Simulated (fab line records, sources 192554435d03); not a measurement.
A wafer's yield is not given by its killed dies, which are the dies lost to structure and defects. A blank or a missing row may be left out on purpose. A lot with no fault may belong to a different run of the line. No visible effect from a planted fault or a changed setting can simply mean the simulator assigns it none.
fab line records :: flow n5-finfet :: part 2 of 2: steps 10 to 10 of 10
record:
  lots: 6
  wafers: 18
  last-day: 17
route steps=1938 shown BEOL_M4@1111 BEOL_M8@1368 BEOL_M15@1830 PASSIVATION@1936
lots untouched by any fault: they come from a run of this same line in which no faults occurred
start-h: hours from the record's opening day to when the first of the lot's shown wafers began :: wait-h: hours elapsed since this lot's preceding step :: " the same as in the row above :: L1.1+2: a row that stands for several wafers :: - no value present, or no start provided :: * or withheld: withheld :: < > ~ a bound
route shown NAME@n: a module of which the file shows steps, and the number in the route of the first :: usual: the fault-free wafers' mean and standard deviation :: same: alike in all rows :: chamber/n: place in a boat :: sites: readings site by site :: _std_site: their standard deviation :: _edge_site: inner sites' mean taken away from outer sites' mean :: radius-mm: for every site, how far away it sits from the centre of the wafer :: mask NAME#n: copy n :: behind: tool/chamber where the wafer was last shaped :: hold: what put the lot on hold/how long, in hours/how the hold closed :: device: the transistor (n, p or np) that didn't switch :: end of line: the same wafers' tests at the end of the route :: where a step has no rows: the recipe by itself :: killed: at the first sort, the dies lost to defects and structure; wafer yield is something else :: map: a wafer's dies, x killed, . not, _ none there
set.NAME: the run value of the setting; set.NAME@STEP: its run value at that earlier step :: model.NAME: the simulator's own value behind a step, which no gauge read
one table for each step of the route and one row for each wafer, over a sample of lots
services: from which hour (start-h, from the record's first day; less than 0 if before it) a tool's chamber was out of use, for how many hours, and why
== steps ==
step: N5_PASSIVATION_PROBE_49
usual:
  defect-limited-yield: 90.9/1.5
  killed_at_M0_to_M3: 36/9.9
  killed_at_M4_up: 13/4.5
  killed-at-contacts: 13/6.4
  killed-at-front-end: 42/12
  killed-at-other: 3.4/3
  killed-dies: 107/18
  killed-on-rim: 14/4.3
  killed-open: 69/13
  killed-short: 35/8.2
  sort_bin_5_function: 5.3/1.1
  sort_bin_6_memory: 3.4/0.69
  sort_bin_8_speed: 0.00/0.0071
  sort-n-pass: 1073/18
same:
  gross-dies: 1180
  killed-at-back-side: 0
  sort_bin_4_leakage[%]: 0
lot.wafer: L994.3
tool: prober-01
chamber: -
start-h: 275.61
wait-h: 0.1
defect-limited-yield[%]: 89.8
killed_at_M0_to_M3: 50
killed_at_M4_up: 13
killed-at-contacts: 6
killed-at-front-end: 46
killed-at-other: 5
killed-dies: 120
killed-on-rim: 12
killed-open: 67
killed-short: 52
sort_bin_5_function[%]: 6.4
sort_bin_6_memory[%]: 3.4
sort_bin_8_speed[%]: 0
sort-n-pass: 1060

lot.wafer: L994.4
tool: prober-01
chamber: -
start-h: 275.66
wait-h: 0.2
defect-limited-yield[%]: 90.4
killed_at_M0_to_M3: 34
killed_at_M4_up: 12
killed-at-contacts: 15
killed-at-front-end: 41
killed-at-other: 11
killed-dies: 113
killed-on-rim: 9
killed-open: 63
killed-short: 50
sort_bin_5_function[%]: 5.9
sort_bin_6_memory[%]: 3.3
sort_bin_8_speed[%]: 0
sort-n-pass: 1067

lot.wafer: L994.6
tool: prober-01
chamber: -
start-h: 275.76
wait-h: 0.3
defect-limited-yield[%]: 89.2
killed_at_M0_to_M3: 46
killed_at_M4_up: 13
killed-at-contacts: 12
killed-at-front-end: 53
killed-at-other: 3
killed-dies: 127
killed-on-rim: 7
killed-open: 66
killed-short: 53
sort_bin_5_function[%]: 4.6
sort_bin_6_memory[%]: 5.1
sort_bin_8_speed[%]: 0
sort-n-pass: 1053

lot.wafer: L999.2
tool: prober-02
chamber: -
start-h: 308.03
wait-h: 0.1
defect-limited-yield[%]: 88.1
killed_at_M0_to_M3: 43
killed_at_M4_up: 10
killed-at-contacts: 19
killed-at-front-end: 66
killed-at-other: 3
killed-dies: 141
killed-on-rim: 20
killed-open: 91
killed-short: 47
sort_bin_5_function[%]: 7.5
sort_bin_6_memory[%]: 3.6
sort_bin_8_speed[%]: 0
sort-n-pass: 1039

lot.wafer: L999.5
tool: prober-02
chamber: -
start-h: 308.18
wait-h: 0.2
defect-limited-yield[%]: 86.6
killed_at_M0_to_M3: 60
killed_at_M4_up: 12
killed-at-contacts: 17
killed-at-front-end: 66
killed-at-other: 3
killed-dies: 158
killed-on-rim: 25
killed-open: 99
killed-short: 57
sort_bin_5_function[%]: 8.1
sort_bin_6_memory[%]: 4.8
sort_bin_8_speed[%]: 0
sort-n-pass: 1022

lot.wafer: L999.6
tool: prober-02
chamber: -
start-h: 308.23
wait-h: 0.3
defect-limited-yield[%]: 89.0
killed_at_M0_to_M3: 43
killed_at_M4_up: 5
killed-at-contacts: 12
killed-at-front-end: 65
killed-at-other: 5
killed-dies: 130
killed-on-rim: 13
killed-open: 77
killed-short: 53
sort_bin_5_function[%]: 6.7
sort_bin_6_memory[%]: 4.2
sort_bin_8_speed[%]: 0
sort-n-pass: 1050

lot.wafer: L105.3
tool: prober-02
chamber: -
start-h: 344.05
wait-h: 0.1
defect-limited-yield[%]: 91.6
killed_at_M0_to_M3: 34
killed_at_M4_up: 15
killed-at-contacts: 8
killed-at-front-end: 36
killed-at-other: 6
killed-dies: 99
killed-on-rim: 16
killed-open: 52
killed-short: 29
sort_bin_5_function[%]: 5.0
sort_bin_6_memory[%]: 2.3
sort_bin_8_speed[%]: 0.42
sort-n-pass: 1081

lot.wafer: L105.4
tool: prober-02
chamber: -
start-h: 344.10
wait-h: 0.2
defect-limited-yield[%]: 91.4
killed_at_M0_to_M3: 26
killed_at_M4_up: 17
killed-at-contacts: 11
killed-at-front-end: 43
killed-at-other: 5
killed-dies: 102
killed-on-rim: 9
killed-open: 66
killed-short: 25
sort_bin_5_function[%]: 4.5
sort_bin_6_memory[%]: 3.4
sort_bin_8_speed[%]: 0.68
sort-n-pass: 1078

lot.wafer: L105.5
tool: prober-02
chamber: -
start-h: 344.15
wait-h: 0.2
defect-limited-yield[%]: 90.9
killed_at_M0_to_M3: 33
killed_at_M4_up: 11
killed-at-contacts: 16
killed-at-front-end: 39
killed-at-other: 8
killed-dies: 107
killed-on-rim: 13
killed-open: 70
killed-short: 35
sort_bin_5_function[%]: 5.3
sort_bin_6_memory[%]: 3.4
sort_bin_8_speed[%]: 0.17
sort-n-pass: 1073

lot.wafer: L108.2
tool: prober-01
chamber: -
start-h: 354.06
wait-h: 0.1
defect-limited-yield[%]: 90.0
killed_at_M0_to_M3: 46
killed_at_M4_up: 10
killed-at-contacts: 22
killed-at-front-end: 35
killed-at-other: 5
killed-dies: 118
killed-on-rim: 13
killed-open: 77
killed-short: 40
sort_bin_5_function[%]: 6.3
sort_bin_6_memory[%]: 3.5
sort_bin_8_speed[%]: 0.08
sort-n-pass: 1062

lot.wafer: L108.5
tool: prober-01
chamber: -
start-h: 354.21
wait-h: 0.2
defect-limited-yield[%]: 87.3
killed_at_M0_to_M3: 54
killed_at_M4_up: 11
killed-at-contacts: 31
killed-at-front-end: 51
killed-at-other: 3
killed-dies: 150
killed-on-rim: 23
killed-open: 99
killed-short: 48
sort_bin_5_function[%]: 7.5
sort_bin_6_memory[%]: 4.6
sort_bin_8_speed[%]: 0.17
sort-n-pass: 1030

lot.wafer: L108.6
tool: prober-01
chamber: -
start-h: 354.26
wait-h: 0.3
defect-limited-yield[%]: 91.4
killed_at_M0_to_M3: 24
killed_at_M4_up: 7
killed-at-contacts: 31
killed-at-front-end: 33
killed-at-other: 6
killed-dies: 101
killed-on-rim: 11
killed-open: 69
killed-short: 30
sort_bin_5_function[%]: 4.8
sort_bin_6_memory[%]: 3.5
sort_bin_8_speed[%]: 0
sort-n-pass: 1079

lot.wafer: L114.2
tool: prober-02
chamber: -
start-h: 394.99
wait-h: 0.1
defect-limited-yield[%]: 91.9
killed_at_M0_to_M3: 29
killed_at_M4_up: 9
killed-at-contacts: 22
killed-at-front-end: 35
killed-at-other: 1
killed-dies: 96
killed-on-rim: 8
killed-open: 62
killed-short: 31
sort_bin_5_function[%]: 4.6
sort_bin_6_memory[%]: 3.2
sort_bin_8_speed[%]: 0
sort-n-pass: 1084

lot.wafer: L114.4
tool: prober-02
chamber: -
start-h: 395.09
wait-h: 0.2
defect-limited-yield[%]: 89.5
killed_at_M0_to_M3: 48
killed_at_M4_up: 9
killed-at-contacts: 16
killed-at-front-end: 45
killed-at-other: 6
killed-dies: 124
killed-on-rim: 15
killed-open: 84
killed-short: 39
sort_bin_5_function[%]: 6.2
sort_bin_6_memory[%]: 4.1
sort_bin_8_speed[%]: 0
sort-n-pass: 1056

lot.wafer: L114.5
tool: prober-02
chamber: -
start-h: 395.14
wait-h: 0.2
defect-limited-yield[%]: 91.4
killed_at_M0_to_M3: 36
killed_at_M4_up: 6
killed-at-contacts: 26
killed-at-front-end: 31
killed-at-other: 3
killed-dies: 102
killed-on-rim: 13
killed-open: 68
killed-short: 31
sort_bin_5_function[%]: 5.3
sort_bin_6_memory[%]: 3.1
sort_bin_8_speed[%]: 0
sort-n-pass: 1078

lot.wafer: L115.1
tool: prober-02
chamber: -
start-h: 407.23
wait-h: 0.0
defect-limited-yield[%]: 89.2
killed_at_M0_to_M3: 38
killed_at_M4_up: 12
killed-at-contacts: 23
killed-at-front-end: 47
killed-at-other: 7
killed-dies: 127
killed-on-rim: 10
killed-open: 84
killed-short: 40
sort_bin_5_function[%]: 6.9
sort_bin_6_memory[%]: 3.7
sort_bin_8_speed[%]: 0
sort-n-pass: 1053

lot.wafer: L115.3
tool: prober-02
chamber: -
start-h: 407.33
wait-h: 0.1
defect-limited-yield[%]: 89.5
killed_at_M0_to_M3: 44
killed_at_M4_up: 11
killed-at-contacts: 19
killed-at-front-end: 47
killed-at-other: 3
killed-dies: 124
killed-on-rim: 15
killed-open: 88
killed-short: 31
sort_bin_5_function[%]: 5.9
sort_bin_6_memory[%]: 4.3
sort_bin_8_speed[%]: 0
sort-n-pass: 1056

lot.wafer: L115.5
tool: prober-02
chamber: -
start-h: 407.43
wait-h: 0.2
defect-limited-yield[%]: 91.3
killed_at_M0_to_M3: 36
killed_at_M4_up: 19
killed-at-contacts: 13
killed-at-front-end: 34
killed-at-other: 1
killed-dies: 103
killed-on-rim: 15
killed-open: 71
killed-short: 28
sort_bin_5_function[%]: 4.8
sort_bin_6_memory[%]: 3.8
sort_bin_8_speed[%]: 0
sort-n-pass: 1077
killed by level:class
L994.3 BEOL_M0_SAQP:geometric-particle:short=17 FIN_SAQP:geometric-particle:short=12 BEOL_M0_SAQP:geometric-particle:open=12 BEOL_M2:geometric-particle:open=9 FIN_SAQP:geometric-particle:open=8 DUMMY_GATE:geometric-particle:open=5 MOL_CONTACT_COAG:geometric-particle:open=5 ILD0:geometric-particle:short=4
L994.4 MOL_CONTACT_COAG:geometric-particle:open=12 BEOL_M0_SAQP:geometric-particle:open=9 BEOL_M0_SAQP:geometric-particle:short=8 FIN_SAQP:geometric-particle:short=7 FIN_SAQP:geometric-particle:open=6 BEOL_M4:geometric-particle:open=6 STI_FIN_REVEAL:geometric-particle:open=5 GATE_CUT:geometric-particle:short=5
L994.6 BEOL_M0_SAQP:geometric-particle:open=14 BEOL_M0_SAQP:geometric-particle:short=12 FIN_SAQP:geometric-particle:short=10 MOL_CONTACT_COAG:geometric-particle:open=10 FIN_SAQP:geometric-particle:open=9 HKMG_FIN:area-etch=8 GATE_CUT:geometric-particle:short=6 BEOL_M4:geometric-particle:short=5
L999.2 STI_FIN_REVEAL:geometric-particle:open=18 DUMMY_GATE:geometric-particle:open=13 MOL_CONTACT_COAG:geometric-particle:open=12 FIN_SAQP:geometric-particle:open=11 BEOL_M3:geometric-particle:open=9 MOL_CONTACT_COAG:geometric-particle:short=7 BEOL_M1:geometric-particle:open=7 BEOL_M2:geometric-particle:short=6
L999.5 STI_FIN_REVEAL:geometric-particle:open=18 MOL_CONTACT_COAG:geometric-particle:open=13 BEOL_M2:geometric-particle:open=11 BEOL_M3:geometric-particle:open=11 BEOL_M0_SAQP:geometric-particle:short=11 FIN_SAQP:geometric-particle:open=10 BEOL_M2:geometric-particle:short=9 STI_FIN_REVEAL:geometric-particle:short=8
L999.6 FIN_SAQP:geometric-particle:open=16 BEOL_M0_SAQP:geometric-particle:short=15 BEOL_M0_SAQP:geometric-particle:open=13 FIN_SAQP:geometric-particle:short=11 STI_FIN_REVEAL:geometric-particle:open=11 MOL_CONTACT_COAG:geometric-particle:open=9 BEOL_M2:geometric-particle:open=6 DUMMY_GATE:geometric-particle:open=5
L105.3 HKMG_FIN:area-etch=8 FIN_SAQP:geometric-particle:open=7 BEOL_M3:geometric-particle:open=6 BEOL_M2:geometric-particle:open=5 BEOL_M4:geometric-particle:open=5 BEOL_M8:area-ecd=5 MOL_CONTACT_COAG:geometric-particle:open=4 BEOL_M0_SAQP:geometric-particle:short=4
L105.4 FIN_SAQP:geometric-particle:open=11 GATE_CUT:geometric-particle:short=10 MOL_CONTACT_COAG:geometric-particle:open=9 STI_FIN_REVEAL:geometric-particle:open=8 BEOL_M8:area-ecd=8 DUMMY_GATE:geometric-particle:open=6 BEOL_M3:geometric-particle:open=6 BEOL_M0_SAQP:geometric-particle:short=5
L105.5 STI_FIN_REVEAL:geometric-particle:open=13 MOL_CONTACT_COAG:geometric-particle:open=11 FIN_SAQP:geometric-particle:short=7 BEOL_M3:geometric-particle:open=6 MOL_CONTACT_COAG:geometric-particle:short=5 BEOL_M0_SAQP:geometric-particle:open=5 BEOL_M1:geometric-particle:open=5 BEOL_M2:geometric-particle:open=5
L108.2 MOL_CONTACT_COAG:geometric-particle:open=18 BEOL_M0_SAQP:geometric-particle:short=12 FIN_SAQP:geometric-particle:short=10 BEOL_M0_SAQP:geometric-particle:open=10 BEOL_M3:geometric-particle:open=10 FIN_SAQP:geometric-particle:open=9 BEOL_M1:geometric-particle:open=7 STI_FIN_REVEAL:geometric-particle:open=4
L108.5 MOL_CONTACT_COAG:geometric-particle:open=20 STI_FIN_REVEAL:geometric-particle:open=19 BEOL_M3:geometric-particle:open=13 BEOL_M0_SAQP:geometric-particle:short=13 BEOL_M0_SAQP:geometric-particle:open=12 MOL_CONTACT_COAG:geometric-particle:short=11 FIN_SAQP:geometric-particle:open=9 BEOL_M4:geometric-particle:open=8
L108.6 MOL_CONTACT_COAG:geometric-particle:open=25 FIN_SAQP:geometric-particle:short=10 BEOL_M1:geometric-particle:open=6 FIN_SAQP:geometric-particle:open=5 MOL_CONTACT_COAG:geometric-particle:short=5 STI_FIN_REVEAL:geometric-particle:open=4 BEOL_M0_SAQP:geometric-particle:short=4 BEOL_M3:geometric-particle:open=4
L114.2 MOL_CONTACT_COAG:geometric-particle:open=15 FIN_SAQP:geometric-particle:open=9 FIN_SAQP:geometric-particle:short=9 BEOL_M1:geometric-particle:open=9 DUMMY_GATE:geometric-particle:open=8 MOL_CONTACT_COAG:geometric-particle:short=7 BEOL_M3:geometric-particle:open=5 BEOL_M0_SAQP:geometric-particle:short=4
L114.4 BEOL_M3:geometric-particle:open=20 FIN_SAQP:geometric-particle:open=16 MOL_CONTACT_COAG:geometric-particle:open=13 FIN_SAQP:geometric-particle:short=10 BEOL_M0_SAQP:geometric-particle:open=7 BEOL_M0_SAQP:geometric-particle:short=6 BEOL_M2:geometric-particle:open=5 ILD0:geometric-particle:short=4
L114.5 MOL_CONTACT_COAG:geometric-particle:open=23 BEOL_M0_SAQP:geometric-particle:open=11 BEOL_M2:geometric-particle:open=7 GATE_CUT:geometric-particle:short=6 FIN_SAQP:geometric-particle:short=4 FIN_SAQP:geometric-particle:open=4 STARTING-WAFER:geometric-particle:open=4 STARTING-WAFER:geometric-particle:short=4
L115.1 MOL_CONTACT_COAG:geometric-particle:open=18 FIN_SAQP:geometric-particle:open=14 BEOL_M3:geometric-particle:open=13 FIN_SAQP:geometric-particle:short=12 STI_FIN_REVEAL:geometric-particle:open=6 BEOL_M0_SAQP:geometric-particle:short=6 BEOL_M1:geometric-particle:open=6 DUMMY_GATE:geometric-particle:open=5
L115.3 MOL_CONTACT_COAG:geometric-particle:open=16 STI_FIN_REVEAL:geometric-particle:open=12 BEOL_M0_SAQP:geometric-particle:open=9 BEOL_M0:geometric-particle:open=9 BEOL_M3:geometric-particle:open=8 FIN_SAQP:geometric-particle:open=7 FIN_SAQP:geometric-particle:short=7 DUMMY_GATE:geometric-particle:open=6
L115.5 BEOL_M1:geometric-particle:open=12 STI_FIN_REVEAL:geometric-particle:open=10 MOL_CONTACT_COAG:geometric-particle:open=10 BEOL_M4:geometric-particle:open=8 BEOL_M0_SAQP:geometric-particle:open=6 BEOL_M3:geometric-particle:open=5 BEOL_M2:geometric-particle:open=5 STI_FIN_REVEAL:geometric-particle:short=4
== services ==
tool: rie-diel-06
chamber: 3
start-h: 211.16
hours: 15.1
kind: repair

tool: rie-diel-02
chamber: 2
start-h: 226.34
hours: 13.2
kind: repair

tool: rie-diel-06
chamber: 1
start-h: 233.21
hours: 4.6
kind: repair

tool: rie-diel-06
chamber: -
start-h: 242.52
hours: 0.3
kind: repair

tool: rie-diel-02
chamber: 1
start-h: 251.75
hours: -
kind: clean

tool: rie-diel-02
chamber: 1
start-h: 251.75
hours: -
kind: consumable-replace:focus-ring

tool: rie-diel-02
chamber: 1
start-h: 251.75
hours: 19.5
kind: scheduled-down

tool: rie-diel-02
chamber: 1
start-h: 251.75
hours: 19.5
kind: vent-cycle

tool: rie-diel-06
chamber: 0
start-h: 289.58
hours: 6.3
kind: repair

tool: rie-diel-06
chamber: 1
start-h: 305.30
hours: -
kind: clean

tool: rie-diel-06
chamber: 1
start-h: 305.30
hours: -
kind: consumable-replace:focus-ring

tool: rie-diel-06
chamber: 1
start-h: 305.30
hours: 21.1
kind: scheduled-down

tool: rie-diel-06
chamber: 1
start-h: 305.30
hours: 21.1
kind: vent-cycle

tool: rie-diel-02
chamber: 0
start-h: 313.14
hours: 13.1
kind: repair

tool: rie-diel-06
chamber: 0
start-h: 326.61
hours: -
kind: clean

tool: rie-diel-06
chamber: 0
start-h: 326.61
hours: -
kind: consumable-replace:focus-ring

tool: rie-diel-06
chamber: 0
start-h: 326.61
hours: 19.2
kind: scheduled-down

tool: rie-diel-06
chamber: 0
start-h: 326.61
hours: 19.2
kind: vent-cycle
== key ==
first-sign:
  step: N5_BEOL_M8_TRENCH_ETCH_37
  reading: run-length-s
  direction: down
  sigmas: 15
  usual: *
  struck: *
effect:
  step: N5_BEOL_M8_OCD_MEAS_38
  reading: trench-depth-nm
  direction: down
  sigmas: 13
  usual: 92.9
  struck: 71.9
effect:
  step: N5_BEOL_M8_THK_MEAS_53
  reading: M8_THK
  direction: down
  sigmas: 9.9
  usual: 76.4
  struck: 55.3
effect:
  step: N5_BEOL_M8_RS_MEAS_57
  reading: M8_RS
  direction: up
  sigmas: 16
  usual: 0.290
  struck: 0.429
effect:
  step: N5_BEOL_M15_RC_MEAS_101
  reading: SERP_M8
  direction: up
  sigmas: 11
  usual: 14.0
  struck: 20.4
effect:
  step: N5_PASSIVATION_PROBE_49
  reading: sort_bin_8_speed
  direction: up
  sigmas: 3
  usual: 0.00
  struck: 0.25
  wafers-moved: 4
met-at N5_BEOL_M8_TRENCH_ETCH_37
struck-lots L105,L108
not-acting-at N5_BEOL_M8_DESCUM_33,N5_BEOL_M8_ETCH_65,N5_BEOL_M8_ETCH_66
onset-between 239.80 278.02
fault:
  kind: process-parameter-drift
  tool: rie-diel-02
  chamber: -
  onset-h: 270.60
  steps: N5_BEOL_M8_TRENCH_ETCH_37
  channel: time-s
  offset: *
  shape: step
  end-h: 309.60
  acts-in: *
  stated: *
